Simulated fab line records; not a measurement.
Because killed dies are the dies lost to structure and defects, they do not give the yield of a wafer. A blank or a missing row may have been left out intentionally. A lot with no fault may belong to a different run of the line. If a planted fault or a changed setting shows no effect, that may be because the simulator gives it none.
fab line records	flow nand-harc
record: lots: 24	wafers: 72	last-day: 27
route steps=1159 shown P_GATE@200 P_CONTACT@238 P_M1@306 A_START@389 A_SOURCE_PLATE@416
lots that met no fault: from a run of the same line without faults
start-h: start of the lot's first displayed wafer, in hours after the record's first day	wait-h: hours elapsed since this lot's preceding step	" same as the row above	L1.1+2: a row that stands for several wafers	- value missing, or start not given	* or withheld: withheld	< > ~ a bound
route shown NAME@n: names a module that has steps shown in the file, with the first one's number in the route	usual: mean/standard deviation taken from wafers without a fault	same: alike in all rows	chamber/n: place in a boat	sites: per-site readings	_std_site: how widely they spread, as a standard deviation	_edge_site: mean of outer sites minus mean of inner sites	radius-mm: for every site, how far away it sits from the centre of the wafer	mask NAME#n: copy n	behind: the tool/chamber that last shaped the wafer	hold: why the lot was held/for how many hours/how that ended	device: names the non-switching transistor (n, p or np)	end of line: at the end of the route, the tests of the same wafers	for a step that has no rows: nothing shown but its recipe	killed: at the first sort, the dies lost to defects and structure; wafer yield is something else	map: a wafer's dies, x killed, . not, _ none there
set.NAME: setting as actually run; set.NAME@STEP: the setting as run at that earlier step	model.NAME: the simulator's own value behind a step, which no gauge read
one table for each step of the route and one row for each wafer, over a sample of lots
services: the hour from which a tool's chamber was out of use, counted from the record's first day as start-h (under 0 if before that day), plus the number of hours and why
== steps ==
step: NHARC_P_GATE_CD_MEAS_91
recipe: target-cd-nm: 2000	landing-energy-ev: 500
usual: cd-nm: 1999.7/1.3
same: landing-energy-ev: 500
lot.wafer	tool	chamber	start-h	wait-h	cd-nm
L074.1	cd-sem-01	0	93.92	-	1999.8
L074.5	"	0	"	"	2000.4
L074.6	"	0	"	"	1999.0
L075.2	cd-sem-03	0	113.14	-	1999.9
L075.3	"	0	"	"	1999.9
L075.6	"	0	"	"	2002.5
L076.1	cd-sem-01	0	113.30	-	1998.2
L076.3	"	0	"	"	2000.3
L076.4	"	0	"	"	1999.8
L077.1	cd-sem-01	0	121.62	-	1997.4
L077.4	"	0	"	"	1998.5
L077.6	"	0	"	"	1998.5
L078.1	cd-sem-03	0	127.64	-	1999.1
L078.4	"	0	"	"	2000.3
L078.5	"	0	"	"	2000.9
L079.4	cd-sem-01	0	135.93	-	2000.2
L079.5	"	0	"	"	2000.4
L079.6	"	0	"	"	2000.1
L080.1	cd-sem-01	0	145.53	-	2002.7
L080.2	"	0	"	"	2002.5
L080.4	"	0	"	"	2000.0
L082.2	cd-sem-02	0	147.05	-	1997.9
L082.4	"	0	"	"	1998.2
L082.6	"	0	"	"	1999.8
L081.2	cd-sem-01	0	148.02	-	2000.2
L081.3	"	0	"	"	1999.5
L081.4	"	0	"	"	2000.9
L084.1	cd-sem-03	0	159.26	-	2001.6
L084.3	"	0	"	"	1999.0
L084.5	"	0	"	"	1998.1
L083.3	cd-sem-01	0	159.91	-	1999.2
L083.5	"	0	"	"	1997.9
L083.6	"	0	"	"	1997.6
L085.4	cd-sem-01	0	184.62	-	2001.0
L085.5	"	0	"	"	2000.8
L085.6	"	0	"	"	2000.8
L088.2	cd-sem-01	0	185.58	-	1999.4
L088.5	"	0	"	"	2000.6
L088.6	"	0	"	"	1999.8
L086.2	cd-sem-02	0	186.07	-	1999.8
L086.4	"	0	"	"	2001.5
L086.6	"	0	"	"	2001.3
L087.4	cd-sem-03	0	192.93	-	1998.0
L087.5	"	0	"	"	1999.9
L087.6	"	0	"	"	2001.1
L090.1	cd-sem-03	0	197.93	-	1999.6
L090.2	"	0	"	"	1999.6
L090.5	"	0	"	"	2001.0
L089.2	cd-sem-02	0	198.91	-	1998.3
L089.3	"	0	"	"	1998.6
L089.6	"	0	"	"	1998.7
L091.1	cd-sem-03	0	207.63	-	2000.3
L091.3	"	0	"	"	2000.3
L091.4	"	0	"	"	1999.5
L092.2	cd-sem-02	0	214.13	-	2001.1
L092.5	"	0	"	"	2002.3
L092.6	"	0	"	"	2002.2
L094.1	cd-sem-02	0	224.10	-	1997.9
L094.5	"	0	"	"	1999.5
L094.6	"	0	"	"	1999.3
L093.1	cd-sem-01	0	225.82	-	2000.7
L093.2	"	0	"	"	2001.7
L093.5	"	0	"	"	1998.5
L095.1	cd-sem-01	0	233.21	-	1998.1
L095.2	"	0	"	"	1999.0
L095.6	"	0	"	"	1999.5
L096.2	cd-sem-02	0	235.66	-	2000.1
L096.5	"	0	"	"	1999.3
L096.6	"	0	"	"	2001.0
L097.3	cd-sem-02	0	252.20	-	1998.5
L097.4	"	0	"	"	1999.4
L097.6	"	0	"	"	1998.4
step: NHARC_P_CONTACT_ETCH_18
recipe: target-depth-a: 4810	time-s: 240.5	c4f8-flow-sccm: 20	o2-flow-sccm: 10	ar-flow-sccm: withheld	rf-w: 600	bias-w: 1500	chemistry: C4F8/O2/Ar
usual: oes-product-au: 0.964/0.0099	rf-vpp-V: 981/6.8
lot.wafer	tool	chamber	start-h	wait-h	oes-product-au	rf-hours-counter-h	rf-vpp-V
L074.1	rie-diel-09	2	-	-	0.956	5	980
L074.5	"	0	"	"	0.964	-	972
L074.6	"	1	"	"	0.960	-	968
L075.3	rie-diel-08	1	-	-	0.957	14	981
L075.2	"	2	"	"	0.967	14	989
L075.6	"	2	"	"	0.950	-	988
L076.1	rie-diel-09	1	-	-	0.964	15	968
L076.4	"	3	"	"	0.960	13	982
L076.3	"	0	"	"	0.963	14	974
L077.4	rie-diel-06	2	-	-	0.945	7	978
L077.1	"	0	"	"	0.951	6	968
L077.6	"	2	"	"	0.948	-	978
L078.4	rie-diel-06	3	-	-	0.971	7	986
L078.1	"	1	"	"	0.972	7	987
L078.5	"	0	"	"	0.961	-	970
L079.4	rie-diel-08	2	-	-	0.972	1	988
L079.5	"	1	"	"	0.961	-	979
L079.6	"	2	"	"	0.974	-	987
L080.1	rie-diel-08	3	-	-	0.971	2	984
L080.4	"	1	"	"	0.966	2	981
L080.2	"	2	"	"	0.958	2	987
L082.2	rie-diel-08	1	-	-	0.988	2	983
L082.4	"	2	"	"	0.963	2	986
L082.6	"	0	"	"	0.978	-	978
L081.2	rie-diel-06	1	-	-	0.958	9	988
L081.4	"	2	"	"	0.962	9	977
L081.3	"	0	"	"	0.956	9	969
L084.1	rie-diel-06	3	-	-	0.970	10	987
L084.3	"	0	"	"	0.972	9	969
L084.5	"	3	"	"	0.982	-	987
L083.3	rie-diel-08	2	-	-	0.957	4	986
L083.5	"	3	"	"	0.969	-	983
L083.6	"	0	"	"	0.962	-	978
L085.4	rie-diel-08	3	-	-	0.962	5	984
L085.6	"	2	"	"	0.968	-	988
L085.5	"	3	"	"	0.967	-	982
L088.2	rie-diel-06	2	-	-	0.955	11	977
L088.6	"	3	"	"	0.958	-	986
L088.5	"	2	"	"	0.962	-	980
L086.2	rie-diel-06	0	-	-	0.952	13	968
L086.6	"	3	"	"	0.967	-	986
L086.4	"	2	"	"	0.945	-	979
L087.4	rie-diel-08	1	-	-	0.969	7	982
L087.5	"	2	"	"	0.964	-	988
L087.6	"	3	"	"	0.972	-	981
L090.1	rie-diel-08	3	-	-	0.949	7	984
L090.2	"	0	"	"	0.972	7	977
L090.5	"	1	"	"	0.972	-	981
L089.3	rie-diel-08	3	-	-	0.958	8	983
L089.2	"	0	"	"	0.960	7	977
L089.6	"	1	"	"	0.984	-	981
L091.1	rie-diel-06	3	-	-	0.957	16	988
L091.4	"	0	"	"	0.963	15	968
L091.3	"	2	"	"	0.970	14	977
L092.2	rie-diel-06	3	-	-	0.952	16	987
L092.5	"	2	"	"	0.961	-	977
L092.6	"	3	"	"	0.961	-	987
L094.1	rie-diel-06	3	-	-	0.960	18	989
L094.5	"	3	"	"	0.954	-	988
L094.6	"	0	"	"	0.963	-	969
L093.2	rie-diel-06	1	-	-	0.970	14	988
L093.1	"	2	"	"	0.977	17	977
L093.5	"	3	"	"	0.979	-	987
L095.1	rie-diel-06	3	-	-	0.953	20	988
L095.2	"	1	"	"	0.980	15	987
L095.6	"	0	"	"	0.951	-	969
L096.2	rie-diel-06	0	-	-	0.973	19	969
L096.6	"	1	"	"	0.963	-	989
L096.5	"	2	"	"	0.949	-	977
L097.4	rie-diel-06	3	-	-	0.985	1	987
L097.3	"	1	"	"	0.965	1	988
L097.6	"	3	"	"	0.983	-	987
step: NHARC_P_CONTACT_DEGAS_38
recipe: temp-c: 300	time-s: 60
usual: heater-power-w: 482/35
lot.wafer	tool	chamber	start-h	wait-h	heater-power-w
L074.1	pvd-sputter-01	-	100.46	-	537
L074.5	"	-	"	"	477
L074.6	"	-	"	"	489
L075.3	pvd-sputter-02	-	119.70	-	439
L075.2	"	-	"	"	481
L075.6	"	-	"	"	484
L076.1	pvd-sputter-03	-	120.63	-	521
L076.4	"	-	"	"	471
L076.3	"	-	"	"	518
L077.4	pvd-sputter-02	-	128.19	-	454
L077.1	"	-	"	"	535
L077.6	"	-	"	"	537
L078.1	pvd-sputter-02	-	134.16	-	443
L078.4	"	-	"	"	542
L078.5	"	-	"	"	433
L079.4	pvd-sputter-01	-	142.43	-	479
L079.5	"	-	"	"	517
L079.6	"	-	"	"	488
L080.4	pvd-sputter-01	-	152.00	-	533
L080.2	"	-	"	"	468
L080.1	"	-	"	"	484
L082.4	pvd-sputter-03	-	153.64	-	464
L082.2	"	-	"	"	518
L082.6	"	-	"	"	476
L081.3	pvd-sputter-03	-	154.83	-	397
L081.2	"	-	"	"	519
L081.4	"	-	"	"	518
L084.3	pvd-sputter-02	-	166.43	-	544
L084.1	"	-	"	"	440
L084.5	"	-	"	"	535
L083.3	pvd-sputter-02	-	166.80	-	476
L083.6	"	-	"	"	540
L083.5	"	-	"	"	443
L085.4	pvd-sputter-01	-	191.61	-	470
L085.5	"	-	"	"	469
L085.6	"	-	"	"	491
L088.2	pvd-sputter-02	-	192.63	-	481
L088.6	"	-	"	"	530
L088.5	"	-	"	"	451
L086.2	pvd-sputter-03	-	193.92	-	523
L086.4	"	-	"	"	474
L086.6	"	-	"	"	534
L087.4	pvd-sputter-02	-	199.38	-	440
L087.6	"	-	"	"	440
L087.5	"	-	"	"	534
L090.1	pvd-sputter-01	-	204.60	-	508
L090.2	"	-	"	"	498
L090.5	"	-	"	"	504
L089.2	pvd-sputter-01	-	205.72	-	480
L089.3	"	-	"	"	508
L089.6	"	-	"	"	516
L091.3	pvd-sputter-01	-	214.36	-	475
L091.4	"	-	"	"	455
L091.1	"	-	"	"	515
L092.2	pvd-sputter-01	-	220.61	-	504
L092.6	"	-	"	"	517
L092.5	"	-	"	"	481
L094.1	pvd-sputter-01	-	230.73	-	469
L094.5	"	-	"	"	512
L094.6	"	-	"	"	457
L093.1	pvd-sputter-01	-	232.48	-	467
L093.2	"	-	"	"	479
L093.5	"	-	"	"	469
L095.1	pvd-sputter-03	-	239.87	-	484
L095.2	"	-	"	"	396
L095.6	"	-	"	"	520
L096.2	pvd-sputter-01	-	242.24	-	502
L096.6	"	-	"	"	474
L096.5	"	-	"	"	485
L097.3	pvd-sputter-01	-	259.15	-	475
L097.4	"	-	"	"	493
L097.6	"	-	"	"	494
step: NHARC_P_M1_PRE_CLEAN_30
recipe: time-s: 30	temp-c: 280	gas: H2/He
usual: heater-power-w: 426/35
lot.wafer	tool	chamber	start-h	wait-h	heater-power-w
L074.1	pvd-sputter-02	-	-	-	385
L074.5	"	-	"	"	395
L074.6	"	-	"	"	469
L075.3	pvd-sputter-01	-	-	-	420
L075.2	"	-	"	"	421
L075.6	"	-	"	"	457
L076.3	pvd-sputter-01	-	-	-	415
L076.4	"	-	"	"	462
L076.1	"	-	"	"	405
L077.4	pvd-sputter-02	-	-	-	419
L077.1	"	-	"	"	474
L077.6	"	-	"	"	395
L078.1	pvd-sputter-01	-	-	-	422
L078.4	"	-	"	"	461
L078.5	"	-	"	"	419
L079.4	pvd-sputter-01	-	-	-	419
L079.5	"	-	"	"	415
L079.6	"	-	"	"	410
L080.1	pvd-sputter-03	-	-	-	450
L080.2	"	-	"	"	465
L080.4	"	-	"	"	418
L082.4	pvd-sputter-03	-	-	-	457
L082.2	"	-	"	"	352
L082.6	"	-	"	"	466
L081.3	pvd-sputter-03	-	-	-	353
L081.4	"	-	"	"	458
L081.2	"	-	"	"	461
L084.1	pvd-sputter-02	-	-	-	389
L084.3	"	-	"	"	388
L084.5	"	-	"	"	471
L083.3	pvd-sputter-01	-	-	-	431
L083.5	"	-	"	"	412
L083.6	"	-	"	"	442
L085.4	pvd-sputter-01	-	-	-	415
L085.5	"	-	"	"	430
L085.6	"	-	"	"	396
L088.2	pvd-sputter-03	-	-	-	468
L088.6	"	-	"	"	465
L088.5	"	-	"	"	451
L086.2	pvd-sputter-03	-	-	-	468
L086.4	"	-	"	"	425
L086.6	"	-	"	"	465
L087.4	pvd-sputter-03	-	-	-	423
L087.5	"	-	"	"	418
L087.6	"	-	"	"	359
L090.1	pvd-sputter-01	-	-	-	430
L090.2	"	-	"	"	404
L090.5	"	-	"	"	437
L089.3	pvd-sputter-02	-	-	-	406
L089.2	"	-	"	"	436
L089.6	"	-	"	"	399
L091.1	pvd-sputter-01	-	-	-	417
L091.3	"	-	"	"	406
L091.4	"	-	"	"	450
L092.2	pvd-sputter-03	-	-	-	356
L092.6	"	-	"	"	458
L092.5	"	-	"	"	466
L094.1	pvd-sputter-01	-	-	-	444
L094.6	"	-	"	"	456
L094.5	"	-	"	"	420
L093.2	pvd-sputter-03	-	-	-	418
L093.1	"	-	"	"	458
L093.5	"	-	"	"	422
L095.2	pvd-sputter-03	-	-	-	452
L095.1	"	-	"	"	351
L095.6	"	-	"	"	463
L096.2	pvd-sputter-02	-	-	-	436
L096.5	"	-	"	"	378
L096.6	"	-	"	"	489
L097.4	pvd-sputter-03	-	-	-	476
L097.3	"	-	"	"	423
L097.6	"	-	"	"	451
step: NHARC_A_START_INSPECT_01
usual: raw-defect-count: 3.7/2.1
lot.wafer	tool	chamber	start-h	wait-h	raw-defect-count
L074.1	defect-inspect-02	-	122.22	-	9
L074.5	"	-	"	"	1
L074.6	"	-	"	"	6
L075.2	defect-inspect-01	-	144.31	-	3
L075.3	"	-	"	"	3
L075.6	"	-	"	"	2
L076.1	defect-inspect-01	-	145.43	-	0
L076.3	"	-	"	"	2
L076.4	"	-	"	"	5
L077.1	defect-inspect-01	-	147.75	-	3
L077.4	"	-	"	"	3
L077.6	"	-	"	"	2
L078.1	defect-inspect-01	-	153.62	-	9
L078.4	"	-	"	"	3
L078.5	"	-	"	"	5
L079.4	defect-inspect-02	-	160.80	-	7
L079.5	"	-	"	"	6
L079.6	"	-	"	"	5
L080.1	defect-inspect-01	-	174.82	-	4
L080.2	"	-	"	"	3
L080.4	"	-	"	"	6
L082.2	defect-inspect-01	-	175.89	-	4
L082.4	"	-	"	"	2
L082.6	"	-	"	"	7
L081.2	defect-inspect-02	-	177.69	-	3
L081.3	"	-	"	"	3
L081.4	"	-	"	"	2
L084.1	defect-inspect-01	-	184.79	-	5
L084.3	"	-	"	"	5
L084.5	"	-	"	"	4
L083.3	defect-inspect-01	-	185.96	-	4
L083.5	"	-	"	"	4
L083.6	"	-	"	"	2
L085.4	defect-inspect-01	-	211.41	-	7
L085.5	"	-	"	"	3
L085.6	"	-	"	"	4
L088.2	defect-inspect-01	-	212.47	-	2
L088.5	"	-	"	"	1
L088.6	"	-	"	"	6
L086.2	defect-inspect-02	-	213.14	-	6
L086.4	"	-	"	"	2
L086.6	"	-	"	"	2
L087.4	defect-inspect-02	-	225.86	-	7
L087.5	"	-	"	"	6
L087.6	"	-	"	"	2
L090.1	defect-inspect-02	-	234.62	-	5
L090.2	"	-	"	"	4
L090.5	"	-	"	"	4
L089.2	defect-inspect-02	-	236.68	-	6
L089.3	"	-	"	"	6
L089.6	"	-	"	"	3
L091.1	defect-inspect-01	-	239.41	-	3
L091.3	"	-	"	"	1
L091.4	"	-	"	"	6
L092.2	defect-inspect-01	-	240.03	-	4
L092.5	"	-	"	"	2
L092.6	"	-	"	"	2
L094.1	defect-inspect-02	-	249.12	-	0
L094.5	"	-	"	"	5
L094.6	"	-	"	"	5
L093.1	defect-inspect-01	-	253.75	-	4
L093.2	"	-	"	"	5
L093.5	"	-	"	"	2
L095.1	defect-inspect-01	-	258.84	-	1
L095.2	"	-	"	"	11
L095.6	"	-	"	"	4
L096.2	defect-inspect-01	-	260.88	-	5
L096.5	"	-	"	"	5
L096.6	"	-	"	"	2
L097.3	defect-inspect-01	-	278.43	-	4
L097.4	"	-	"	"	6
L097.6	"	-	"	"	6
step: NHARC_A_SOURCE_PLATE_THK_MEAS_09
recipe: thk-meas-gauge: ellipsometry
usual: thk-nm: 9.7/1
lot.wafer	tool	chamber	start-h	wait-h	thk-nm
L074.1	film-metro-02	-	132.21	0.4	10.4
L074.5	"	-	"	"	9.3
L074.6	"	-	"	"	9.2
L076.1	film-metro-02	-	154.57	0.4	11.0
L076.3	"	-	"	"	9.6
L076.4	"	-	"	"	8.3
L075.2	film-metro-01	-	154.57	0.4	9.7
L075.3	"	-	"	"	8.4
L075.6	"	-	"	"	11.1
L077.1	film-metro-01	-	154.59	0.4	9.7
L077.4	"	-	"	"	8.9
L077.6	"	-	"	"	9.2
L078.1	film-metro-02	-	164.83	0.4	8.9
L078.4	"	-	"	"	9.8
L078.5	"	-	"	"	9.4
L079.4	film-metro-02	-	171.47	0.4	11.2
L079.5	"	-	"	"	10.0
L079.6	"	-	"	"	8.7
L080.1	film-metro-01	-	184.49	0.4	8.8
L080.2	"	-	"	"	12.1
L080.4	"	-	"	"	8.4
L081.2	film-metro-02	-	184.49	0.4	9.9
L081.3	"	-	"	"	9.6
L081.4	"	-	"	"	9.4
L082.2	film-metro-01	-	184.50	0.4	8.8
L082.4	"	-	"	"	10.3
L082.6	"	-	"	"	8.8
L084.1	film-metro-01	-	198.53	0.4	9.4
L084.3	"	-	"	"	9.0
L084.5	"	-	"	"	10.6
L083.3	film-metro-02	-	198.54	0.4	9.4
L083.5	"	-	"	"	8.9
L083.6	"	-	"	"	10.5
L086.2	film-metro-02	-	221.10	0.4	8.0
L086.4	"	-	"	"	9.0
L086.6	"	-	"	"	11.5
L088.2	film-metro-02	-	221.11	0.4	10.8
L088.5	"	-	"	"	9.9
L088.6	"	-	"	"	10.5
L085.4	film-metro-02	-	221.12	0.4	10.5
L085.5	"	-	"	"	10.1
L085.6	"	-	"	"	9.3
L087.4	film-metro-01	-	235.65	0.4	8.8
L087.5	"	-	"	"	8.0
L087.6	"	-	"	"	10.2
L090.1	film-metro-01	-	244.12	0.4	10.0
L090.2	"	-	"	"	10.6
L090.5	"	-	"	"	8.8
L089.2	film-metro-02	-	244.13	0.4	8.2
L089.3	"	-	"	"	5.9
L089.6	"	-	"	"	7.7
L091.1	film-metro-02	-	251.41	0.4	9.5
L091.3	"	-	"	"	11.9
L091.4	"	-	"	"	10.5
L092.2	film-metro-01	-	251.41	0.4	11.0
L092.5	"	-	"	"	9.9
L092.6	"	-	"	"	8.0
L094.1	film-metro-02	-	258.61	0.4	10.4
L094.5	"	-	"	"	10.3
L094.6	"	-	"	"	9.9
L093.1	film-metro-01	-	263.59	0.4	10.4
L093.2	"	-	"	"	10.8
L093.5	"	-	"	"	9.8
L095.1	film-metro-01	-	268.72	0.4	9.4
L095.2	"	-	"	"	9.7
L095.6	"	-	"	"	11.7
L096.2	film-metro-01	-	268.74	0.4	11.3
L096.5	"	-	"	"	11.5
L096.6	"	-	"	"	11.3
L097.3	film-metro-01	-	287.01	0.4	10.8
L097.4	"	-	"	"	8.3
L097.6	"	-	"	"	9.9
== services ==
tool	chamber	start-h	hours	kind
rie-diel-09	-	77.15	9.0	pm
rie-diel-08	2	87.94	8.7	repair
rie-diel-08	3	96.93	9.8	repair
rie-diel-06	0	97.78	-	clean
rie-diel-06	1	97.78	-	clean
rie-diel-06	2	97.78	-	clean
pvd-sputter-03	-	102.00	10.0	pm
pvd-sputter-01	-	124.79	1.1	repair
rie-diel-08	-	124.84	9.0	pm
rie-diel-09	1	136.78	2.4	repair
pvd-sputter-02	-	140.30	20.0	repair
pvd-sputter-01	-	158.00	10.0	pm
rie-diel-08	-	159.65	0.1	repair
rie-diel-06	2	165.20	3.2	repair
rie-diel-06	2	169.35	5.5	repair
rie-diel-06	1	183.93	2.6	repair
rie-diel-06	1	190.50	16.4	repair
pvd-sputter-03	-	204.12	0.7	repair
pvd-sputter-02	-	214.00	10.0	pm
rie-diel-06	-	241.28	9.0	pm
pvd-sputter-02	-	246.93	1.6	repair
rie-diel-06	-	251.75	0.6	repair
rie-diel-09	-	254.15	9.0	pm
rie-diel-08	2	258.79	7.1	repair
== key ==
fault none
